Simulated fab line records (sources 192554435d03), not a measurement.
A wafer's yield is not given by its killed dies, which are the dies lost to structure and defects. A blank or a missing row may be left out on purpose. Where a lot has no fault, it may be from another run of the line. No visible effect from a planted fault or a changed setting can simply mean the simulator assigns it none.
Chamber matching + flow n5-finfet + N5_HKMG_FIN_ETCH_58 on rie-diel-04: 4 sister chambers
The step etches SOC in N2/H2, target depth 215.8 nm, time 741 s. 4 wafers are shown with their chamber, then 9 later ones without.

== WAFERS, EACH WITH ITS CHAMBER ==
| wafer  | chamber | throttle-valve-pct (%) |
|--------|---------|------------------------|
| L078.2 | 0       | 18.17                  |
| L079.1 | 1       | 17.87                  |
| L079.2 | 3       | 17.55                  |
| L079.3 | 2       | 18.20                  |

== WAFERS WHOSE CHAMBER IS MISSING ==
| wafer  | throttle-valve-pct (%) |
|--------|------------------------|
| L083.1 | 17.57                  |
| L083.3 | 18.20                  |
| L083.5 | 18.20                  |
| L088.1 | 17.76                  |
| L088.3 | 18.23                  |
| L088.4 | 17.90                  |
| L093.1 | 17.78                  |
| L093.2 | 18.25                  |
| L093.4 | 18.24                  |

== EACH ONE'S CHAMBER ==
| wafer  | from the rows above     | in truth                   |
|--------|-------------------------|----------------------------|
| L083.1 | 3                       | 3                          |
| L083.3 | can't be placed: 2 or 0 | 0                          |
| L083.5 | can't be placed: 2 or 0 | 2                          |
| L088.1 | can't be placed: 1 or 3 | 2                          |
| L088.3 | can't be placed: 2 or 0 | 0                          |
| L088.4 | 1                       | 1                          |
| L093.1 | 1                       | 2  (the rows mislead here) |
| L093.2 | can't be placed: 2 or 0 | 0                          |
| L093.4 | can't be placed: 2 or 0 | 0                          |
2 of 9 placed correctly. Unplaceable from these rows: 6, with the true chamber sitting among the candidates in 5. Placed wrongly: 1.
How it was worked out, from the rows above alone: a wafer's distance from a chamber is the root of the sum, over the readings, of the square of ((its reading less the chamber's mean) divided by the reading's scatter). If the next closest chamber is less than 2 further off than the closest, the wafer can't be placed; otherwise it belongs to the closest. A chamber's mean is the mean of its shown wafers. The scatter: with one shown wafer a chamber, the root of the mean of the squares of how far each hidden wafer lies from its nearest shown one.
